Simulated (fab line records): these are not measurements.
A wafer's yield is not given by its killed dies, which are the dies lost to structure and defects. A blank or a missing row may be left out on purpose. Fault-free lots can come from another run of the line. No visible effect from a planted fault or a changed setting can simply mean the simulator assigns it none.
fab line records | flow nand_harc
[record] lots = 6 | wafers = 18 | last_day = 32
route steps=1302 shown A_BONDPAD@1210 END@1302
lots that met no fault: from a run of the same line without faults
start_h: hours from the record's first day to the start of the lot's first wafer shown | wait_h: hours from the lot's prior step to this one | " as in the row above | L1.1+2: a row that stands for several wafers | - no value present, or no start provided | * or withheld: withheld | < > ~ a bound
route shown NAME@n: NAME is a module with steps in the file, n the number in the route of the first one | usual: mean and standard deviation over wafers with no fault | same: alike in all rows | chamber/n: place in a boat | sites: each site's reading | _std_site: the standard deviation of these | _edge_site: the outer-site mean with the inner-site mean subtracted | radius_mm: how far each site lies from the wafer's centre | mask NAME#n: copy n | behind: the last tool/chamber to shape the wafer | hold: the reason the lot was held/the length of the hold in hours/how it ended | device: transistor that didn't switch, given as n, p or np | end of line: tests run on the same wafers once the route is complete | a step with no rows: only its recipe | killed: at the first sort, the dies lost to defects and structure; wafer yield is something else | map: per-die view of a wafer (x killed, . not killed, _ where there is no die)
set.NAME: the setting as run; set.NAME@STEP: as run at that earlier step | model.NAME: the simulator's own value behind a step, which no gauge read
certain route steps with their lots: each step a table, each wafer a row
services: when a tool's chamber went out of use (start_h, in hours from the record's first day, below 0 if earlier), for how many hours, and the reason
[[steps]]
[step NHARC_A_BONDPAD_SOFTBAKE_04]
[recipe] temp_c = 125 | time_s = 70
[step NHARC_A_BONDPAD_EBR_05]
[step NHARC_A_BONDPAD_EXPOSE_06]
[recipe] na = 0.55 | dose_mj = 36.99 | mask_id = A_BPAD
[step NHARC_A_BONDPAD_PEB_07]
[recipe] peb_temp_c = 128 | peb_time_s = 80
[step NHARC_A_BONDPAD_DEVELOP_08]
[recipe] time_s = 50 | dev_temp_c = 22
[step NHARC_A_BONDPAD_CD_MEAS_09]
[recipe] target_cd_nm = 500 | landing_energy_ev = 500
[usual] cd_nm = 499.7/2.2
lot.wafer | tool      | chamber | start_h | wait_h | cd_nm
L287.1    | cd_sem-01 | 0       | 557.80  | -      | 499.4
L287.5    | "         | 0       | "       | "      | 495.0
L287.6    | "         | 0       | "       | "      | 500.4
L288.2    | cd_sem-01 | 0       | 564.19  | -      | 500.2
L288.4    | "         | 0       | "       | "      | 498.1
L288.5    | "         | 0       | "       | "      | 498.8
L289.1    | cd_sem-01 | 0       | 580.53  | -      | 499.9
L289.2    | "         | 0       | "       | "      | 499.4
L289.3    | "         | 0       | "       | "      | 499.6
L297.2    | cd_sem-03 | 0       | 657.41  | -      | 503.0
L297.3    | "         | 0       | "       | "      | 497.3
L297.4    | "         | 0       | "       | "      | 499.5
L302.2    | cd_sem-01 | 0       | 711.90  | -      | 499.9
L302.5    | "         | 0       | "       | "      | 500.6
L302.6    | "         | 0       | "       | "      | 501.7
L304.1    | cd_sem-01 | 0       | 727.82  | -      | 502.8
L304.3    | "         | 0       | "       | "      | 498.9
L304.4    | "         | 0       | "       | "      | 499.8
[step NHARC_A_BONDPAD_OVL_MEAS_35]
[usual] overlay_x_nm = 1/7.1 | overlay_y_nm = 0/4.3
lot.wafer | tool       | chamber | start_h | wait_h | overlay_x_nm | overlay_y_nm
L287.1    | overlay-01 | -       | 557.89  | -      | 0            | 0
L287.5    | "          | -       | "       | "      | 0            | 0
L287.6    | "          | -       | "       | "      | 0            | -1
L288.2    | overlay-01 | -       | 564.27  | -      | 9            | 4
L288.4    | "          | -       | "       | "      | 9            | 4
L288.5    | "          | -       | "       | "      | 9            | 4
L289.1    | overlay-01 | -       | 580.62  | -      | 1            | 10
L289.2    | "          | -       | "       | "      | 2            | 10
L289.3    | "          | -       | "       | "      | 1            | 10
L297.2    | overlay-02 | -       | 657.50  | -      | 3            | 0
L297.3    | "          | -       | "       | "      | 4            | 0
L297.4    | "          | -       | "       | "      | 4            | -1
L302.2    | overlay-01 | -       | 711.99  | -      | 2            | 0
L302.5    | "          | -       | "       | "      | 2            | 0
L302.6    | "          | -       | "       | "      | 1            | 0
L304.1    | overlay-01 | -       | 727.91  | -      | -6           | -5
L304.3    | "          | -       | "       | "      | -7           | -5
L304.4    | "          | -       | "       | "      | -6           | -6
[step NHARC_A_BONDPAD_HARDBAKE_10]
[recipe] temp_c = 118 | time_s = 65
[step NHARC_A_BONDPAD_DESCUM_11]
[recipe] time_s = 3 | o2_flow_sccm = 200 | ar_flow_sccm = 0 | bias_power_w = 0 | chemistry = O2
[usual] drypump_motor_current_A = 5.6/0.48 | oes_product_au = 0.998/0.0095 | rf_vpp_V = 57.8/0.99 | showerhead_plenum_p_Torr = 1.91/0.1 | throttle_valve_pct = 11.312/0.0089
lot.wafer | tool        | chamber | start_h | wait_h | drypump_motor_current_A | oes_product_au | rf_hours_counter_h | rf_vpp_V | showerhead_plenum_p_Torr | throttle_valve_pct
L287.1    | rie_diel-06 | 3       | 558.04  | -      | 6.2                     | 0.994          | 2                  | 57.4     | 1.89                     | 11.320
L287.5    | "           | 0       | "       | "      | 5.5                     | 0.994          | -                  | 55.8     | 1.78                     | 11.307
L287.6    | "           | 1       | "       | "      | 4.7                     | 1.003          | -                  | 58.6     | 1.92                     | 11.311
L288.4    | rie_diel-07 | 3       | 564.40  | -      | 5.8                     | 1.005          | 10                 | 58.3     | 2.07                     | 11.306
L288.2    | "           | 2       | "       | "      | 5.1                     | 1.003          | 7                  | 58.2     | 1.84                     | 11.320
L288.5    | "           | 3       | "       | "      | 5.7                     | 1.023          | -                  | 59.0     | 2.07                     | 11.307
L289.1    | rie_diel-06 | 3       | 580.74  | -      | 6.3                     | 0.999          | 2                  | 57.7     | 1.89                     | 11.319
L289.2    | "           | 0       | "       | "      | 5.5                     | 1.001          | 2                  | 57.0     | 1.78                     | 11.328
L289.3    | "           | 2       | "       | "      | 5.6                     | 0.989          | 2                  | 57.3     | 2.02                     | 11.307
L297.3    | rie_diel-06 | 2       | 657.63  | -      | 5.6                     | 0.991          | 4                  | 57.3     | 2.02                     | 11.313
L297.2    | "           | 3       | "       | "      | 6.2                     | 1.000          | 4                  | 58.3     | 1.89                     | 11.314
L297.4    | "           | 0       | "       | "      | 5.6                     | 0.985          | 4                  | 56.7     | 1.78                     | 11.302
L302.2    | rie_diel-06 | 3       | 712.11  | -      | 6.2                     | 0.989          | 1                  | 58.6     | 1.89                     | 11.321
L302.5    | "           | 3       | "       | "      | 6.2                     | 0.995          | -                  | 58.4     | 1.89                     | 11.315
L302.6    | "           | 0       | "       | "      | 5.5                     | 0.985          | -                  | 56.7     | 1.78                     | 11.312
L304.3    | rie_diel-07 | 2       | 728.03  | -      | 5.1                     | 1.001          | 11                 | 57.4     | 1.83                     | 11.324
L304.4    | "           | 3       | "       | "      | 5.8                     | 1.003          | 10                 | 58.3     | 2.07                     | 11.332
L304.1    | "           | 0       | "       | "      | 5.7                     | 1.008          | 10                 | 60.2     | 2.01                     | 11.305
[step NHARC_A_BONDPAD_ETCH_34]
[recipe] target_depth_a = 600 | overetch_a = 180 | time_s = 65.91 | ion_energy_ev = 200 | n2_flow_sccm = 150 | h2_flow_sccm = 150 | ar_flow_sccm = 0 | rf_w = 400 | bias_w = 150 | chemistry = N2/H2
[usual] drypump_motor_current_A = 5.5/0.48 | oes_product_au = 0.998/0.0088 | rf_vpp_V = 430.0/2.9 | showerhead_plenum_p_Torr = 2.02/0.11 | throttle_valve_pct = 14.172/0.0086
lot.wafer | tool        | chamber | start_h | wait_h | drypump_motor_current_A | oes_product_au | rf_hours_counter_h | rf_vpp_V | showerhead_plenum_p_Torr | throttle_valve_pct
L287.1    | rie_diel-06 | 0       | 558.12  | 0.1    | 5.5                     | 1.000          | 1                  | 427.2    | 1.89                     | 14.157
L287.6    | "           | 1       | "       | "      | 4.7                     | 1.001          | -                  | 430.1    | 2.04                     | 14.176
L287.5    | "           | 2       | "       | "      | 5.6                     | 0.996          | -                  | 433.6    | 2.16                     | 14.168
L288.2    | rie_diel-07 | 0       | 564.48  | 0.1    | 5.7                     | 1.004          | 11                 | 433.7    | 2.16                     | 14.177
L288.4    | "           | 3       | "       | "      | 5.8                     | 1.004          | 10                 | 434.5    | 2.21                     | 14.170
L288.5    | "           | 0       | "       | "      | 5.7                     | 0.981          | -                  | 432.9    | 2.16                     | 14.173
L289.1    | rie_diel-06 | 1       | 580.82  | 0.1    | 4.7                     | 0.998          | 2                  | 431.1    | 2.04                     | 14.170
L289.2    | "           | 2       | "       | "      | 5.6                     | 0.990          | 2                  | 433.4    | 2.16                     | 14.153
L289.3    | "           | 0       | "       | "      | 5.5                     | 0.999          | 2                  | 424.3    | 1.89                     | 14.170
L297.4    | rie_diel-06 | 0       | 657.71  | 0.1    | 5.6                     | 1.012          | 4                  | 427.4    | 1.89                     | 14.173
L297.2    | "           | 2       | "       | "      | 5.6                     | 1.002          | 4                  | 435.4    | 2.16                     | 14.178
L297.3    | "           | 3       | "       | "      | 6.2                     | 1.004          | 4                  | 431.0    | 2.02                     | 14.180
L302.2    | rie_diel-06 | 1       | 712.21  | 0.1    | 4.7                     | 0.991          | 1                  | 429.8    | 2.04                     | 14.176
L302.5    | "           | 2       | "       | "      | 5.6                     | 0.989          | -                  | 434.3    | 2.15                     | 14.169
L302.6    | "           | 3       | "       | "      | 6.2                     | 0.984          | -                  | 429.3    | 2.02                     | 14.156
L304.3    | rie_diel-07 | 1       | 728.12  | 0.1    | 5.8                     | 1.007          | 11                 | 426.9    | 1.89                     | 14.176
L304.4    | "           | 2       | "       | "      | 5.1                     | 1.007          | 11                 | 428.5    | 1.95                     | 14.181
L304.1    | "           | 3       | "       | "      | 5.8                     | 1.007          | 10                 | 433.7    | 2.21                     | 14.162
[step NHARC_A_BONDPAD_ETCH_12]
[recipe] target_depth_a = 2200 | time_s = 110 | chf3_flow_sccm = 50 | o2_flow_sccm = 10 | ar_flow_sccm = 200 | rf_w = 500 | bias_w = 200 | chemistry = CHF3/O2
[usual] drypump_motor_current_A = 5.5/0.48 | oes_product_au = 0.943/0.02 | rf_vpp_V = 370.5/2.8 | showerhead_plenum_p_Torr = 2.40/0.12 | throttle_valve_pct = 20.573/0.0091
lot.wafer | tool        | chamber | start_h | wait_h | drypump_motor_current_A | oes_product_au | rf_hours_counter_h | rf_vpp_V | showerhead_plenum_p_Torr | throttle_valve_pct
L287.1    | rie_diel-06 | 1       | -       | -      | 4.7                     | 0.972          | 1                  | 370.8    | 2.41                     | 20.566
L287.6    | "           | 3       | "       | "      | 6.2                     | 0.989          | -                  | 368.9    | 2.38                     | 20.572
L287.5    | "           | 0       | "       | "      | 5.6                     | 0.953          | -                  | 366.1    | 2.24                     | 20.572
L288.4    | rie_diel-07 | 0       | -       | -      | 5.8                     | 0.926          | 11                 | 373.0    | 2.53                     | 20.580
L288.2    | "           | 1       | "       | "      | 5.9                     | 0.924          | 11                 | 367.9    | 2.25                     | 20.566
L288.5    | "           | 0       | "       | "      | 5.7                     | 0.923          | -                  | 372.9    | 2.53                     | 20.569
L289.1    | rie_diel-06 | 1       | -       | -      | 4.7                     | 0.935          | 2                  | 370.4    | 2.41                     | 20.576
L289.2    | "           | 2       | "       | "      | 5.6                     | 0.916          | 2                  | 371.7    | 2.53                     | 20.582
L289.3    | "           | 3       | "       | "      | 6.3                     | 0.933          | 2                  | 371.0    | 2.38                     | 20.580
L297.3    | rie_diel-06 | 2       | -       | -      | 5.6                     | 0.962          | 4                  | 372.1    | 2.53                     | 20.565
L297.4    | "           | 3       | "       | "      | 6.3                     | 0.963          | 4                  | 371.3    | 2.38                     | 20.567
L297.2    | "           | 1       | "       | "      | 4.7                     | 0.956          | 4                  | 370.9    | 2.41                     | 20.574
L302.2    | rie_diel-06 | 3       | -       | -      | 6.2                     | 0.957          | 1                  | 370.0    | 2.38                     | 20.571
L302.5    | "           | 0       | "       | "      | 5.5                     | 0.953          | -                  | 366.8    | 2.24                     | 20.575
L302.6    | "           | 1       | "       | "      | 4.7                     | 0.975          | -                  | 370.0    | 2.40                     | 20.586
L304.3    | rie_diel-07 | 2       | -       | -      | 5.1                     | 0.920          | 11                 | 367.7    | 2.31                     | 20.571
L304.4    | "           | 0       | "       | "      | 5.7                     | 0.915          | 10                 | 373.8    | 2.52                     | 20.551
L304.1    | "           | 1       | "       | "      | 5.9                     | 0.940          | 11                 | 367.3    | 2.24                     | 20.573
[step NHARC_A_BONDPAD_CD_MEAS_13]
[usual] cd_nm = 499.1/2.3
lot.wafer | tool      | chamber | start_h | wait_h | cd_nm
L287.1    | cd_sem-03 | -       | 558.33  | -      | 497.5
L287.5    | "         | -       | "       | "      | 495.7
L287.6    | "         | -       | "       | "      | 500.8
L288.2    | cd_sem-02 | -       | 564.72  | -      | 499.5
L288.4    | "         | -       | "       | "      | 496.7
L288.5    | "         | -       | "       | "      | 498.2
L289.1    | cd_sem-02 | -       | 581.05  | -      | 497.5
L289.2    | "         | -       | "       | "      | 499.0
L289.3    | "         | -       | "       | "      | 498.3
L297.2    | cd_sem-03 | -       | 657.94  | -      | 502.5
L297.3    | "         | -       | "       | "      | 496.8
L297.4    | "         | -       | "       | "      | 499.3
L302.2    | cd_sem-02 | -       | 712.43  | -      | 499.2
L302.5    | "         | -       | "       | "      | 499.7
L302.6    | "         | -       | "       | "      | 502.4
L304.1    | cd_sem-01 | -       | 728.35  | -      | 501.0
L304.3    | "         | -       | "       | "      | 498.1
L304.4    | "         | -       | "       | "      | 499.5
[step NHARC_A_BONDPAD_STRIP_15]
[recipe] o2_flow_sccm = 500 | ar_flow_sccm = 0 | bias_w = 0 | chemistry = O2
[usual] chamber_pressure_mTorr = 60.00/0.053 | drypump_motor_current_A = 5.6/0.48 | oes_product_au = 0.997/0.0099 | rf_vpp_V = 57.8/0.91 | showerhead_plenum_p_Torr = 3.52/0.17 | throttle_valve_pct = 17.037/0.0095
lot.wafer | tool        | chamber | start_h | wait_h | chamber_pressure_mTorr | drypump_motor_current_A | oes_product_au | rf_hours_counter_h | rf_vpp_V | showerhead_plenum_p_Torr | throttle_valve_pct
L287.1    | rie_diel-07 | 0       | 558.41  | 0.1    | 60.04                  | 5.7                     | 1.003          | 10                 | 56.3     | 3.71                     | 17.033
L287.5    | "           | 0       | "       | "      | 59.96                  | 5.7                     | 1.002          | -                  | 58.8     | 3.71                     | 17.040
L287.6    | "           | 1       | "       | "      | 60.03                  | 5.9                     | 1.001          | -                  | 56.9     | 3.31                     | 17.039
L288.4    | rie_diel-06 | 3       | 564.79  | 0.1    | 55.37                  | 6.2                     | 1.006          | 2                  | 56.9     | 3.49                     | 17.032
L288.2    | "           | 2       | "       | "      | 55.41                  | 5.6                     | 1.009          | 2                  | 57.0     | 3.71                     | 17.031
L288.5    | "           | 3       | "       | "      | 55.34                  | 6.2                     | 1.004          | -                  | 57.3     | 3.49                     | 17.038
L289.1    | rie_diel-06 | 2       | 581.13  | 0.1    | 55.40                  | 5.6                     | 0.988          | 2                  | 56.7     | 3.71                     | 17.037
L289.2    | "           | 3       | "       | "      | 55.34                  | 6.3                     | 0.993          | 2                  | 57.0     | 3.49                     | 17.042
L289.3    | "           | 1       | "       | "      | 55.40                  | 4.7                     | 0.999          | 2                  | 58.8     | 3.53                     | 17.044
L297.3    | rie_diel-07 | 0       | 658.01  | 0.1    | 59.97                  | 5.8                     | 0.989          | 0                  | 57.7     | 3.70                     | 17.018
L297.4    | "           | 1       | "       | "      | 60.00                  | 5.9                     | 1.011          | 0                  | 56.6     | 3.30                     | 17.042
L297.2    | "           | 3       | "       | "      | 59.95                  | 5.8                     | 1.003          | 0                  | 57.8     | 3.79                     | 17.047
L302.2    | rie_diel-06 | 2       | 712.50  | 0.1    | 59.99                  | 5.6                     | 0.987          | 1                  | 58.0     | 3.71                     | 17.044
L302.5    | "           | 2       | "       | "      | 60.04                  | 5.6                     | 0.990          | -                  | 58.7     | 3.71                     | 17.038
L302.6    | "           | 3       | "       | "      | 60.06                  | 6.3                     | 0.977          | -                  | 56.8     | 3.49                     | 17.036
L304.1    | rie_diel-06 | 0       | 728.42  | 0.1    | 59.97                  | 5.5                     | 0.991          | 1                  | 56.5     | 3.29                     | 17.023
L304.4    | "           | 1       | "       | "      | 60.04                  | 4.7                     | 0.994          | 1                  | 57.5     | 3.53                     | 17.016
L304.3    | "           | 2       | "       | "      | 60.04                  | 5.6                     | 1.001          | 1                  | 57.6     | 3.71                     | 17.025
[step NHARC_A_BONDPAD_ETCH_24]
[recipe] target_depth_a = 300 | over_etch_frac = 0.3 | time_s = 72.99 | ion_energy_ev = 150 | cf4_flow_sccm = 50 | n2_flow_sccm = 100 | ar_flow_sccm = 150 | rf_w = 300 | bias_w = 100 | chemistry = CF4/N2
[usual] drypump_motor_current_A = 5.6/0.48 | oes_product_au = 0.996/0.01 | rf_vpp_V = 314.0/2.2 | showerhead_plenum_p_Torr = 2.61/0.13 | throttle_valve_pct = 19.794/0.0088
lot.wafer | tool        | chamber | start_h | wait_h | drypump_motor_current_A | oes_product_au | rf_hours_counter_h | rf_vpp_V | showerhead_plenum_p_Torr | throttle_valve_pct
L287.1    | rie_diel-07 | 2       | -       | -      | 5.1                     | 1.000          | 7                  | 312.7    | 2.53                     | 19.798
L287.5    | "           | 0       | "       | "      | 5.7                     | 0.993          | -                  | 316.1    | 2.76                     | 19.795
L287.6    | "           | 1       | "       | "      | 5.9                     | 0.997          | -                  | 310.8    | 2.46                     | 19.806
L288.2    | rie_diel-06 | 0       | -       | -      | 5.5                     | 0.998          | 2                  | 310.1    | 2.45                     | 19.791
L288.4    | "           | 1       | "       | "      | 4.7                     | 1.006          | 1                  | 313.9    | 2.63                     | 19.794
L288.5    | "           | 3       | "       | "      | 6.2                     | 0.994          | -                  | 314.9    | 2.60                     | 19.787
L289.3    | rie_diel-06 | 1       | -       | -      | 4.7                     | 0.996          | 2                  | 316.2    | 2.63                     | 19.785
L289.1    | "           | 2       | "       | "      | 5.6                     | 0.985          | 2                  | 316.0    | 2.76                     | 19.797
L289.2    | "           | 3       | "       | "      | 6.2                     | 0.995          | 2                  | 313.3    | 2.60                     | 19.790
L297.3    | rie_diel-07 | 1       | -       | -      | 5.9                     | 1.017          | 0                  | 311.3    | 2.45                     | 19.789
L297.2    | "           | 2       | "       | "      | 5.1                     | 0.994          | 0                  | 312.9    | 2.53                     | 19.798
L297.4    | "           | 0       | "       | "      | 5.7                     | 0.996          | 0                  | 316.8    | 2.76                     | 19.784
L302.2    | rie_diel-06 | 0       | -       | -      | 5.5                     | 0.981          | 1                  | 311.2    | 2.45                     | 19.797
L302.5    | "           | 1       | "       | "      | 4.7                     | 0.985          | -                  | 315.3    | 2.63                     | 19.800
L302.6    | "           | 2       | "       | "      | 5.6                     | 0.992          | -                  | 316.6    | 2.76                     | 19.791
L304.1    | rie_diel-06 | 1       | -       | -      | 4.7                     | 1.002          | 1                  | 315.2    | 2.63                     | 19.796
L304.4    | "           | 2       | "       | "      | 5.6                     | 0.999          | 1                  | 318.2    | 2.76                     | 19.799
L304.3    | "           | 3       | "       | "      | 6.2                     | 1.000          | 1                  | 314.0    | 2.60                     | 19.794
[step NHARC_END_SORT_01]
[recipe] temp_c = 25
[usual] defect_limited_yield = 91/3.2 | killed_at_array = 53/21 | killed_at_other = 1.1/1.5 | killed_at_periphery = 3.9/2.7 | killed_dies = 58/21 | killed_open = 3.4/1.9 | killed_short = 2.3/1.5
[same] gross_dies = 677
lot.wafer | tool      | chamber | start_h | wait_h | defect_limited_yield[%] | killed_at_array | killed_at_other | killed_at_periphery | killed_dies | killed_open | killed_short
L287.1    | prober-02 | 0       | 588.84  | 2.5    | 97                      | 18              | 0               | 2                   | 20          | 4           | 0
L287.5    | prober-02 | 0       | 592.02  | 3.7    | 96                      | 21              | 2               | 1                   | 24          | 2           | 1
L287.6    | prober-02 | 0       | 592.81  | 4.0    | 96                      | 21              | 2               | 3                   | 26          | 2           | 1
L288.2    | prober-01 | 0       | 594.78  | 2.8    | 89                      | 71              | 4               | 1                   | 76          | 3           | 3
L288.4    | prober-01 | 0       | 596.34  | 3.3    | 89                      | 74              | 0               | 1                   | 75          | 3           | 2
L288.5    | prober-01 | 0       | 597.12  | 3.6    | 90                      | 66              | 2               | 3                   | 71          | 6           | 5
L289.1    | prober-02 | 0       | 620.47  | 2.5    | 90                      | 56              | 0               | 9                   | 65          | 6           | 1
L289.2    | prober-02 | 0       | 621.26  | 2.8    | 92                      | 49              | 0               | 5                   | 54          | 5           | 3
L289.3    | prober-02 | 0       | 622.06  | 3.1    | 93                      | 45              | 0               | 3                   | 48          | 3           | 1
L297.2    | prober-02 | 0       | 688.74  | 2.8    | 88                      | 77              | 0               | 5                   | 82          | 6           | 4
L297.3    | prober-02 | 0       | 689.53  | 3.1    | 92                      | 53              | 0               | 3                   | 56          | 6           | 3
L297.4    | prober-02 | 0       | 690.33  | 3.4    | 90                      | 65              | 1               | 3                   | 69          | 3           | 4
L302.2    | prober-01 | 0       | 744.95  | 2.8    | 93                      | 43              | 0               | 3                   | 46          | 5           | 4
L302.5    | prober-01 | 0       | 747.37  | 3.7    | 95                      | 28              | 0               | 5                   | 33          | 6           | 0
L302.6    | prober-01 | 0       | 748.17  | 4.0    | 92                      | 47              | 1               | 3                   | 51          | 5           | 4
// killed by level:class
L287.1 A_CHANNEL_HOLE_D2:chamber_film_flake=9 A_CHANNEL_HOLE_D1:chamber_film_flake=4 P_M0:geometric_particle:open=1 A_ONON_D1:geometric_particle:open=1 A_WL_FILL:geometric_particle:open=1 A_BLC:geometric_particle:open=1 P_CONTACT:chamber_film_flake=1 A_SGD_CUT:chamber_film_flake=1
L287.5 A_CHANNEL_HOLE_D2:chamber_film_flake=8 A_CHANNEL_HOLE_D1:chamber_film_flake=3 A_STAIRCASE:chamber_film_flake=2 A_SLIT:chamber_film_flake=2 A_WL_FILL:chamber_film_flake=2 A_CHANNEL_FILL_D1:geometric_particle:open=1 A_CHANNEL_FILL_D2:geometric_particle:short=1 A_CONTACT:geometric_particle:open=1
L287.6 A_CHANNEL_HOLE_D2:chamber_film_flake=9 A_CONTACT:chamber_film_flake=4 P_GATE:chamber_film_flake=2 A_STAIRCASE:chamber_film_flake=2 A_WL_FILL:chamber_film_flake=2 THIN_TSV:chamber_film_flake=2 P_GATE:geometric_particle:short=1 A_CHANNEL_FILL_D2:geometric_particle:open=1
L288.2 A_CHANNEL_HOLE_D1:chamber_film_flake=31 A_SLIT:chamber_film_flake=23 A_CHANNEL_HOLE_D2:chamber_film_flake=4 THIN_TSV:chamber_film_flake=4 A_CONTACT:chamber_film_flake=4 A_STAIRCASE:chamber_film_flake=2 P_M0:geometric_particle:open=1 A_SOURCE_PLATE:geometric_particle:short=1
L288.4 A_SLIT:chamber_film_flake=31 A_CHANNEL_HOLE_D1:chamber_film_flake=24 A_CHANNEL_HOLE_D2:chamber_film_flake=8 A_STAIRCASE:chamber_film_flake=4 A_CHANNEL_FILL_D1:geometric_particle:open=2 A_CHANNEL_HOLE_D2:geometric_particle:short=1 A_SGD_CUT:geometric_particle:short=1 A_WL_FILL:geometric_particle:open=1
L288.5 A_SLIT:chamber_film_flake=26 A_CHANNEL_HOLE_D1:chamber_film_flake=19 A_CHANNEL_HOLE_D2:chamber_film_flake=8 A_CHANNEL_FILL_D2:geometric_particle:short=2 A_M1:geometric_particle:open=2 A_STAIRCASE:chamber_film_flake=2 P_GATE:geometric_particle:open=1 P_M0:geometric_particle:short=1
L289.1 A_SLIT:chamber_film_flake=32 A_CHANNEL_HOLE_D2:chamber_film_flake=14 P_BONDPAD:chamber_film_flake=6 P_GATE:geometric_particle:open=2 A_CHANNEL_HOLE_D1:chamber_film_flake=2 P_CONTACT:geometric_particle:open=1 A_ONON_D1:geometric_particle:open=1 A_CHANNEL_FILL_D1:geometric_particle:short=1
L289.2 A_SLIT:chamber_film_flake=25 A_CHANNEL_HOLE_D2:chamber_film_flake=12 P_M0:geometric_particle:open=2 P_BONDPAD:chamber_film_flake=2 A_WL_FILL:chamber_film_flake=2 A_CONTACT:chamber_film_flake=2 P_CONTACT:geometric_particle:open=1 A_CHANNEL_FILL_D2:geometric_particle:short=1
L289.3 A_SLIT:chamber_film_flake=23 A_CHANNEL_HOLE_D2:chamber_film_flake=10 A_CHANNEL_HOLE_D1:chamber_film_flake=4 A_WL_FILL:chamber_film_flake=3 A_CONTACT:chamber_film_flake=2 P_GATE:geometric_particle:open=1 P_CONTACT:geometric_particle:open=1 A_ONON_D1:geometric_particle:open=1
L297.2 A_SLIT:chamber_film_flake=30 A_CHANNEL_HOLE_D2:chamber_film_flake=23 A_BONDPAD:chamber_film_flake=6 A_CONTACT:chamber_film_flake=5 P_M0:geometric_particle:short=2 A_ONON_D1:geometric_particle:open=2 A_WL_FILL:geometric_particle:open=2 P_M2:chamber_film_flake=2
L297.3 A_SLIT:chamber_film_flake=21 A_CHANNEL_HOLE_D2:chamber_film_flake=14 A_CHANNEL_HOLE_D1:chamber_film_flake=5 A_CONTACT:chamber_film_flake=3 P_ZERO_WELL:chamber_film_flake=2 A_ONON_D1:geometric_particle:short=1 A_ONON_D1:geometric_particle:open=1 A_CHANNEL_HOLE_D1:geometric_particle:open=1
L297.4 A_SLIT:chamber_film_flake=29 A_CHANNEL_HOLE_D2:chamber_film_flake=13 A_CHANNEL_HOLE_D1:chamber_film_flake=7 A_STAIRCASE:chamber_film_flake=3 A_WL_FILL:geometric_particle:short=2 P_ZERO_WELL:chamber_film_flake=2 A_CONTACT:chamber_film_flake=2 P_M0:geometric_particle:open=1
L302.2 A_CHANNEL_HOLE_D1:chamber_film_flake=15 A_CONTACT:chamber_film_flake=7 A_SLIT:chamber_film_flake=5 A_CHANNEL_FILL_D1:geometric_particle:open=2 A_DECK1_JOINT:chamber_film_flake=2 A_WL_FILL:chamber_film_flake=2 A_M1:chamber_film_flake=2 P_CONTACT:geometric_particle:short=1
L302.5 A_CHANNEL_HOLE_D1:chamber_film_flake=8 A_ZERO_WELL:chamber_film_flake=6 A_M1:chamber_film_flake=4 P_M0:geometric_particle:open=2 P_GATE:chamber_film_flake=2 A_CHANNEL_FILL_D2:chamber_film_flake=2 A_SLIT:chamber_film_flake=2 A_CONTACT:chamber_film_flake=2
L302.6 A_CHANNEL_HOLE_D1:chamber_film_flake=14 A_M1:chamber_film_flake=5 A_SLIT:chamber_film_flake=4 A_WL_FILL:chamber_film_flake=4 A_CONTACT:chamber_film_flake=4 A_ZERO_WELL:chamber_film_flake=3 A_M0:geometric_particle:open=2 P_GATE:chamber_film_flake=2
[[services]]
tool        | chamber | start_h | hours | kind
rie_diel-06 | 0       | 542.20  | -     | clean
rie_diel-06 | 1       | 542.20  | -     | clean
rie_diel-06 | 2       | 542.20  | -     | clean
rie_diel-06 | 3       | 542.20  | -     | clean
rie_diel-07 | 2       | 544.02  | 7.6   | repair
rie_diel-06 | 0       | 566.70  | -     | clean
rie_diel-06 | 1       | 566.70  | -     | clean
rie_diel-06 | 2       | 566.70  | -     | clean
rie_diel-06 | 3       | 566.70  | -     | clean
rie_diel-06 | 0       | 591.20  | -     | clean
rie_diel-06 | 1       | 591.20  | -     | clean
rie_diel-06 | 2       | 591.20  | -     | clean
rie_diel-06 | 3       | 591.20  | -     | clean
rie_diel-06 | 0       | 592.27  | 3.4   | repair
rie_diel-06 | 0       | 615.70  | -     | clean
rie_diel-06 | 1       | 615.70  | -     | clean
rie_diel-06 | 2       | 615.70  | -     | clean
rie_diel-06 | 3       | 615.70  | -     | clean
rie_diel-06 | 0       | 640.20  | -     | clean
rie_diel-06 | 1       | 640.20  | -     | clean
rie_diel-06 | 2       | 640.20  | -     | clean
rie_diel-07 | -       | 648.75  | 9.0   | pm
rie_diel-06 | -       | 661.20  | 9.0   | pm
rie_diel-06 | -       | 706.07  | 1.0   | repair
[[key]]
[first_sign] step = NHARC_A_BONDPAD_STRIP_15 | reading = chamber_pressure_mTorr | direction = down | sigmas = 88 | usual = 60.00 | struck = 55.38
effect none on later readings
met_at NHARC_A_BONDPAD_STRIP_15
struck_wafers L288.2,L288.4,L288.5,L289.1,L289.2,L289.3
[fault] kind = process_parameter_drift | tool = rie_diel-06 | chamber = - | onset_h = 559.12 | steps = NHARC_A_BONDPAD_STRIP_15 | channel = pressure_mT | offset = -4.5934 | shape = step | end_h = 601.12 | acts_in = these_recipes_only | stated = 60
